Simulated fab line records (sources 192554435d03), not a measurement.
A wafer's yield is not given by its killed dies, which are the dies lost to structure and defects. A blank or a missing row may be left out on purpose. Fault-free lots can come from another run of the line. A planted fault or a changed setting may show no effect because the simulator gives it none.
fab line records -- flow n5Finfet
record lots=6, wafers=18, lastDay=17
route steps=1938 shown BEOL_M3@1004 BEOL_M4@1111 PASSIVATION@1936
lots with no fault: from the same line, run without faults
startH: start of the lot's first displayed wafer, in hours after the record's first day -- waitH: how many hours have passed since the lot's step before this one -- " identical to the entry in the row above -- L1.1+2: a row that stands for several wafers -- - either no value or no given start -- * or withheld: withheld -- < > ~ a bound
route shown NAME@n: names a module that has steps shown in the file, with the first one's number in the route -- usual: mean/standard deviation of fault-free wafers -- same: alike in all rows -- chamber/n: place in a boat -- sites: readings site by site -- _std_site: the standard deviation of these -- _edge_site: outer sites' mean less inner sites' -- radiusMm: for every site, how far away it sits from the centre of the wafer -- mask NAME#n: copy n -- behind: the tool/chamber that last shaped the wafer -- hold: what put the lot on hold/how long, in hours/how the hold closed -- device: names the non-switching transistor (n, p or np) -- end of line: tests run on the same wafers once the route is complete -- a step with no rows: only its recipe -- killed: the dies lost at the first sort to structure and to defects; this is not the yield of the wafer -- map: dies across one wafer; x = killed, . = not, _ = none there
set.NAME: the setting as run; set.NAME@STEP: as run at that earlier step -- model.NAME: the simulator's own value behind a step, which no gauge read
lots seen at some steps along the route; tables by step, rows by wafer
services: when a tool's chamber went out of use (startH, in hours from the record's first day, below 0 if earlier), for how many hours, and the reason
## steps
# step N5_BEOL_M3_SPUTTER_90
# recipe material=Cu, targetThkA=45, tempC=-20, chamberPressurePa=0.07, powerW=withheld, timeS=8.29
# usual chamberPressurePa=0.06997/0.00014, throttleValvePct=30.0/1.1
lot.wafer,tool,chamber,startH,waitH,chamberPressurePa,throttleValvePct
L886.2,pvdSputter-03,-,174.71,0.1,0.0701,28.7
L886.3,pvdSputter-03,-,174.71,0.1,0.0702,28.6
L886.6,pvdSputter-03,-,174.71,0.1,0.07012,28.3
L887.2,pvdSputter-01,-,177.36,0.1,0.06996,29.6
L887.4,pvdSputter-01,-,177.36,0.1,0.07002,31.0
L887.6,pvdSputter-01,-,177.36,0.1,0.06998,31.1
L888.1,pvdSputter-01,-,179.43,0.1,0.06963,31.1
L888.4,pvdSputter-01,-,179.43,0.1,0.07013,29.9
L888.5,pvdSputter-01,-,179.43,0.1,0.07018,29.8
L891.2,pvdSputter-02,-,218.40,0.1,0.06983,29.7
L891.3,pvdSputter-02,-,218.40,0.1,0.06984,31.3
L891.6,pvdSputter-02,-,218.40,0.1,0.06985,31.3
L903.1,pvdSputter-02,-,286.47,0.1,0.06972,31.6
L903.2,pvdSputter-02,-,286.47,0.1,0.06993,28.8
L903.6,pvdSputter-02,-,286.47,0.1,0.07007,28.7
L906.2,pvdSputter-02,-,301.49,0.1,0.06999,29.6
L906.4,pvdSputter-02,-,301.49,0.1,0.0698,28.8
L906.5,pvdSputter-02,-,301.49,0.1,0.06982,29.8
# step N5_BEOL_M3_ANNEAL_91
# recipe tempC=400, timeS=240, ambient=vacuum
# step N5_BEOL_M3_SPUTTER_92
# recipe material=Cu, targetThkA=45, tempC=-20, chamberPressurePa=0.07, powerW=withheld, timeS=8.29
# usual chamberPressurePa=0.07002/0.00014, throttleValvePct=29.9/1.1
lot.wafer,tool,chamber,startH,waitH,chamberPressurePa,throttleValvePct
L886.2,pvdSputter-03,-,174.93,0.1,0.07036,28.8
L886.3,pvdSputter-03,-,174.93,0.1,0.06984,28.4
L886.6,pvdSputter-03,-,174.93,0.1,0.06989,28.6
L887.2,pvdSputter-01,-,177.61,0.1,0.06981,30.0
L887.4,pvdSputter-01,-,177.61,0.1,0.0702,31.0
L887.6,pvdSputter-01,-,177.61,0.1,0.07004,31.4
L888.1,pvdSputter-01,-,179.68,0.1,0.07024,31.1
L888.4,pvdSputter-01,-,179.68,0.1,0.07003,29.7
L888.5,pvdSputter-01,-,179.68,0.1,0.07005,30.0
L891.2,pvdSputter-02,-,218.62,0.1,0.07026,29.5
L891.3,pvdSputter-02,-,218.62,0.1,0.0701,31.3
L891.6,pvdSputter-02,-,218.62,0.1,0.06991,31.5
L903.1,pvdSputter-02,-,286.69,0.1,0.0699,31.3
L903.2,pvdSputter-02,-,286.69,0.1,0.07009,28.6
L903.6,pvdSputter-02,-,286.69,0.1,0.06995,28.6
L906.2,pvdSputter-02,-,301.71,0.1,0.06995,29.6
L906.4,pvdSputter-02,-,301.71,0.1,0.0701,28.6
L906.5,pvdSputter-02,-,301.71,0.1,0.07005,29.6
# step N5_BEOL_M3_ANNEAL_93
# recipe tempC=400, timeS=240, ambient=vacuum
# step N5_BEOL_M3_SPUTTER_94
# recipe material=Cu, targetThkA=45, tempC=-20, chamberPressurePa=0.07, powerW=withheld, timeS=8.29
# step N5_BEOL_M3_ANNEAL_95
# recipe tempC=400, timeS=240, ambient=vacuum
# step N5_BEOL_M3_SPUTTER_96
# recipe material=Cu, targetThkA=45, tempC=-20, chamberPressurePa=0.07, powerW=withheld, timeS=8.29
# usual chamberPressurePa=0.06999/0.00014, throttleValvePct=30.0/1.1
lot.wafer,tool,chamber,startH,waitH,chamberPressurePa,throttleValvePct
L886.2,pvdSputter-03,-,175.37,0.1,0.07011,28.4
L886.3,pvdSputter-03,-,175.37,0.1,0.06994,28.6
L886.6,pvdSputter-03,-,175.37,0.1,0.0699,28.6
L887.2,pvdSputter-01,-,178.10,0.1,0.06996,30.1
L887.4,pvdSputter-01,-,178.10,0.1,0.07006,30.8
L887.6,pvdSputter-01,-,178.10,0.1,0.07018,31.2
L888.1,pvdSputter-01,-,180.17,0.1,0.07001,30.9
L888.4,pvdSputter-01,-,180.17,0.1,0.06991,29.7
L888.5,pvdSputter-01,-,180.17,0.1,0.07023,29.9
L891.2,pvdSputter-02,-,219.06,0.1,0.07,29.7
L891.3,pvdSputter-02,-,219.06,0.1,0.06996,31.4
L891.6,pvdSputter-02,-,219.06,0.1,0.07006,31.2
L903.1,pvdSputter-02,-,287.13,0.1,0.07014,31.6
L903.2,pvdSputter-02,-,287.13,0.1,0.07012,28.7
L903.6,pvdSputter-02,-,287.13,0.1,0.06992,28.9
L906.2,pvdSputter-02,-,302.15,0.1,0.0701,29.5
L906.4,pvdSputter-02,-,302.15,0.1,0.07012,28.7
L906.5,pvdSputter-02,-,302.15,0.1,0.06997,29.9
# step N5_BEOL_M3_ECD_50
# recipe material=Cu, targetThkA=3000
# step N5_BEOL_M3_ANNEAL_51
# recipe tempC=225, timeS=90, ambient=N2
# step N5_BEOL_M3_CMP_52
# recipe stopOn=SiOC, tOverpolishS=6.8, downForcePsi=1, platenRpm=50, clearingPlatenDownForcePsi=1.5, clearingPlatenRpm=50, postCmpClean=cuAlkaline, targetThkNm=40, clearingPlatenPadVelocityMS=0.99484, padVelocityMS=0.99484
# usual barrierFieldEndpointS=24.5/0.76, motorCurrentA=5.9/0.65, overpolishRunS=6.799/0.0095, retainingRingPressureFrac=1.000/0.0045, timeToEndpointS=62/4.1
lot.wafer,tool,chamber,startH,waitH,barrierFieldEndpointS,motorCurrentA,overpolishRunS,retainingRingPressureFrac,timeToEndpointS
L886.2,cmp-01,2,176.07,0.3,24.4,5.6,6.801,1.001,59
L886.3,cmp-01,0,176.07,0.3,24.3,6.4,6.807,1.003,59
L886.6,cmp-01,2,176.07,0.3,24.3,5.6,6.819,1.002,56
L887.4,cmp-01,3,178.66,0.2,25.5,6.6,6.792,1.005,66
L887.2,cmp-01,0,178.66,0.2,24.7,6.2,6.802,1.005,63
L887.6,cmp-01,3,178.66,0.2,25.2,6.2,6.795,1.000,64
L888.1,cmp-03,2,180.75,0.3,23.0,7.6,6.802,1.007,55
L888.4,cmp-03,3,180.75,0.3,24.8,5.1,6.796,1.007,64
L888.5,cmp-03,0,180.75,0.3,24.6,5.7,6.800,0.997,66
L891.2,cmp-01,0,219.77,0.4,24.2,6.0,6.792,1.002,55
L891.3,cmp-01,1,219.77,0.4,25.2,5.3,6.805,0.998,64
L891.6,cmp-01,3,219.77,0.4,24.6,6.7,6.800,0.997,59
L903.2,cmp-01,0,287.62,0.2,23.7,6.1,6.804,1.005,60
L903.1,cmp-01,2,287.62,0.2,24.5,5.4,6.794,1.001,60
L903.6,cmp-01,1,287.62,0.2,25.5,5.3,6.805,0.999,66
L906.4,cmp-03,0,302.64,0.1,25.6,5.7,6.800,1.005,70
L906.2,cmp-03,1,302.64,0.1,25.7,5.8,6.811,1.002,66
L906.5,cmp-03,0,302.64,0.1,26.4,6.0,6.799,1.000,70
# step N5_BEOL_M3_THK_MEAS_53
# recipe thkMeasGauge=xrf, reads=Cu_of_BEOL_M3_ECD_50
# usual M3_THK=39.5/2
lot.wafer,tool,chamber,startH,waitH,M3_THK[nm]
L886.2,filmMetro-01,-,176.33,-,38.0
L886.3,filmMetro-01,-,176.33,-,38.9
L886.6,filmMetro-01,-,176.33,-,40.1
L887.2,filmMetro-02,-,178.92,-,37.9
L887.4,filmMetro-02,-,178.92,-,39.8
L887.6,filmMetro-02,-,178.92,-,39.1
L888.1,filmMetro-02,-,180.97,-,36.3
L888.4,filmMetro-02,-,180.97,-,42.3
L888.5,filmMetro-02,-,180.97,-,42.9
L891.2,filmMetro-01,-,219.99,-,37.2
L891.3,filmMetro-01,-,219.99,-,37.2
L891.6,filmMetro-01,-,219.99,-,37.6
L903.1,filmMetro-01,-,287.92,-,37.5
L903.2,filmMetro-01,-,287.92,-,37.8
L903.6,filmMetro-01,-,287.92,-,39.4
L906.2,filmMetro-01,-,302.93,-,40.6
L906.4,filmMetro-01,-,302.93,-,44.3
L906.5,filmMetro-01,-,302.93,-,43.0
# step N5_BEOL_M3_PRE_CLEAN_60
# recipe gas=NH3/H2, timeS=15, tempC=*, rfPowerW=300
# usual heaterPowerW=88/22
lot.wafer,tool,chamber,startH,waitH,heaterPowerW
L886.2,cvdCo-02,1,176.37,0.0,76
L886.3,cvdCo-02,2,176.37,0.0,71
L886.6,cvdCo-02,0,176.37,0.0,66
L887.2,cvdCo-02,0,178.95,0.0,66
L887.4,cvdCo-02,2,178.95,0.0,71
L887.6,cvdCo-02,1,178.95,0.0,75
L888.1,cvdCo-01,2,181.05,0.1,103
L888.4,cvdCo-01,1,181.05,0.1,134
L888.5,cvdCo-01,0,181.05,0.1,91
L891.2,cvdCo-01,1,220.03,0.0,135
L891.3,cvdCo-01,2,220.03,0.0,103
L891.6,cvdCo-01,0,220.03,0.0,88
L903.1,cvdCo-02,0,288.01,0.1,69
L903.2,cvdCo-02,1,288.01,0.1,76
L903.6,cvdCo-02,0,288.01,0.1,67
L906.2,cvdCo-02,0,302.97,0.0,69
L906.4,cvdCo-02,0,302.97,0.0,70
L906.5,cvdCo-02,1,302.97,0.0,78
# step N5_BEOL_M3_CO_CAP_55
# recipe material=Co, targetThkA=20, tempC=200, precursor=CCTBA/H2, pressureTorr=30, timeS=102.1
# usual heaterPowerW=239/28, runLengthS=125.1/0.65
lot.wafer,tool,chamber,startH,waitH,heaterPowerW,runLengthS,model.Co_of_BEOL_M3_CO_CAP_55.thkNm
L886.2,cvdCo-02,1,176.41,0.0,225,179.7,3.2
L886.3,cvdCo-02,2,176.41,0.0,225,125.0,2
L886.6,cvdCo-02,0,176.41,0.0,211,125.6,2
L887.2,cvdCo-02,0,178.99,0.0,212,125.6,2.2
L887.4,cvdCo-02,2,178.99,0.0,222,124.8,2
L887.6,cvdCo-02,1,178.99,0.0,219,179.8,3.2
L888.1,cvdCo-01,2,181.09,0.0,259,125.6,1.8
L888.4,cvdCo-01,1,181.09,0.0,299,125.3,2
L888.5,cvdCo-01,0,181.09,0.0,236,125.1,2.2
L891.2,cvdCo-01,1,220.07,0.0,296,125.5,2.2
L891.3,cvdCo-01,2,220.07,0.0,256,125.2,2
L891.6,cvdCo-01,0,220.07,0.0,241,125.3,2.2
L903.1,cvdCo-02,0,288.05,0.0,209,126.1,2
L903.2,cvdCo-02,1,288.05,0.0,225,124.0,2.2
L903.6,cvdCo-02,0,288.05,0.0,211,126.0,2
L906.2,cvdCo-02,0,303.01,0.0,213,125.8,2
L906.4,cvdCo-02,0,303.01,0.0,212,125.7,2
L906.5,cvdCo-02,1,303.01,0.0,228,123.7,2
# step N5_BEOL_M3_PRE_CLEAN_56
# recipe gas=NH3, timeS=15, tempC=withheld, rfPowerW=300
# step N5_BEOL_M4_RC_MEAS_101
# usual DIBL_N=37.5/2.5, DIBL_P=38/3.1, IOFF_N=0.19/0.059, IOFF_P=0.24/0.061, ION_N=679/16, ION_P=465/9.8, SS_N=72.0/0.8, SS_P=73.7/0.86, VT_N=248/4.5, VT_P=-249/3.5
lot.wafer,tool,chamber,startH,waitH,DIBL_N[mV/V],DIBL_P[mV/V],IOFF_N[nA/um],IOFF_P[nA/um],ION_N[uA/um],ION_P[uA/um],SS_N[mV/dec],SS_P[mV/dec],VT_N[mV],VT_P[mV]
L886.2,prober-01,0,188.58,0.2,35.6,37,0.16,0.24,680,472,71.6,73.0,248,-247
L886.3,prober-01,0,188.58,0.2,37.6,37,0.17,0.23,657,454,72.6,73.4,249,-249
L886.6,prober-01,0,188.58,0.2,37.2,37,0.17,0.22,674,462,71.5,73.2,253,-253
L887.2,prober-02,0,188.73,0.2,38.9,40,0.23,0.30,696,482,72.1,75.0,243,-243
L887.4,prober-02,0,188.73,0.2,41.6,43,0.28,0.39,689,470,72.6,75.5,242,-244
L887.6,prober-02,0,188.73,0.2,37.1,36,0.17,0.23,676,466,71.8,73.8,247,-248
L888.1,prober-02,0,191.79,0.0,36.9,36,0.16,0.21,679,465,70.7,72.8,249,-249
L888.4,prober-02,0,191.79,0.0,33.8,34,0.12,0.18,648,452,70.1,72.9,254,-251
L888.5,prober-02,0,191.79,0.0,33.0,32,0.11,0.16,653,453,70.1,72.5,255,-252
L891.2,prober-01,0,237.33,0.3,40.9,42,0.24,0.29,709,475,72.3,74.6,245,-246
L891.3,prober-01,0,237.33,0.3,38.2,40,0.16,0.25,674,468,71.6,74.8,251,-248
L891.6,prober-01,0,237.33,0.3,38.0,39,0.17,0.25,687,469,71.9,73.7,250,-245
L903.1,prober-02,0,310.35,0.0,36.5,34,0.15,0.19,672,461,71.7,72.9,251,-251
L903.2,prober-02,0,310.35,0.0,43.6,43,0.33,0.36,698,479,73.5,75.8,240,-243
L903.6,prober-02,0,310.35,0.0,39.7,38,0.20,0.24,671,458,72.5,73.3,247,-248
L906.2,prober-02,0,317.28,0.2,30.9,31,0.10,0.14,652,455,71.1,71.5,255,-251
L906.4,prober-02,0,317.28,0.2,37.6,40,0.22,0.30,704,479,72.7,73.4,244,-245
L906.5,prober-02,0,317.28,0.2,32.4,35,0.13,0.20,667,470,71.5,73.3,251,-252
# step N5_PASSIVATION_PROBE_49
# usual defectLimitedYield=91.0/1.4, killed_at_M0_to_M3=35/10, killed_at_M4_up=14/5.5, killedAtContacts=13/5.6, killedAtFrontEnd=41/11, killedAtOther=4/3.4, killedDies=106/16, killedOpen=68/12, killedShort=35/7.3, sort_bin_4_leakage=0.3/2.1, sort_bin_5_function=5.3/0.89, sort_bin_6_memory=3.4/0.67, sortNPass=1070/28, sortYieldPct=90.7/2.4
# same grossDies=1180, killedAtBackSide=0, sort_bin_8_speed[%]=0
lot.wafer,tool,chamber,startH,waitH,defectLimitedYield[%],killed_at_M0_to_M3,killed_at_M4_up,killedAtContacts,killedAtFrontEnd,killedAtOther,killedDies,killedOpen,killedShort,sort_bin_4_leakage[%],sort_bin_5_function[%],sort_bin_6_memory[%],sortNPass,sortYieldPct[%]
L888.1,prober-02,-,307.32,0.0,91.2,8,14,15,62,5,104,70,32,0,5.1,3.4,1076,91.2
L888.4,prober-02,-,307.47,0.2,92.3,22,7,18,42,2,91,54,28,0,3.6,3.1,1089,92.3
L888.5,prober-02,-,307.52,0.2,93.0,14,4,12,46,7,83,46,31,0,4.7,2.1,1097,93.0
# killed by level:class
L888.1 FIN_SAQP:geometricParticle:short=14 STI_FIN_REVEAL:geometricParticle:open=13 MOL_CONTACT_COAG:geometricParticle:open=13 FIN_SAQP:geometricParticle:open=12 BEOL_M4:geometricParticle:open=6 GATE_CUT:geometricParticle:open=5 STARTING-WAFER:geometricParticle:open=5 DUMMY_GATE:geometricParticle:open=3
L888.4 MOL_CONTACT_COAG:geometricParticle:open=15 BEOL_M0_SAQP:geometricParticle:short=8 FIN_SAQP:geometricParticle:short=7 STI_FIN_REVEAL:geometricParticle:open=7 HKMG_FIN:areaEtch=7 BEOL_M2:geometricParticle:open=6 GATE_CUT:geometricParticle:open=6 FIN_SAQP:geometricParticle:open=4
L888.5 MOL_CONTACT_COAG:geometricParticle:open=10 FIN_SAQP:geometricParticle:short=8 STI_FIN_REVEAL:geometricParticle:open=8 GATE_CUT:geometricParticle:short=7 FIN_SAQP:geometricParticle:open=6 GATE_CUT:geometricParticle:open=5 BEOL_M2:geometricParticle:short=4 DUMMY_GATE:geometricParticle:open=3
## services
tool,chamber,startH,hours,kind
cvdCo-01,-,163.02,0.8,repair
cmp-03,-,169.69,6.0,pm
cmp-03,-,197.42,0.9,repair
cmp-01,-,200.65,0.3,repair
cmp-01,-,203.69,1.4,repair
cmp-03,-,289.89,0.8,repair
cmp-01,-,291.28,3.5,repair
cvdCo-02,-,302.30,0.5,repair
## key
firstSign step=N5_BEOL_M3_CO_CAP_55, reading=runLengthS, direction=up, sigmas=84, usual=*, struck=*
effect none on later readings
modelEffect step=N5_BEOL_M3_CO_CAP_55, value=Co_of_BEOL_M3_CO_CAP_55.thkNm, without=2.1, struck=3.2
metAt N5_BEOL_M3_CO_CAP_55
struckWafers L886.2,L887.6
fault kind=processParameterDrift, tool=cvdCo-02, chamber=1, onsetH=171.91, steps=N5_BEOL_M3_CO_CAP_55, channel=timeS, offset=*, shape=step, endH=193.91, actsIn=*, stated=*
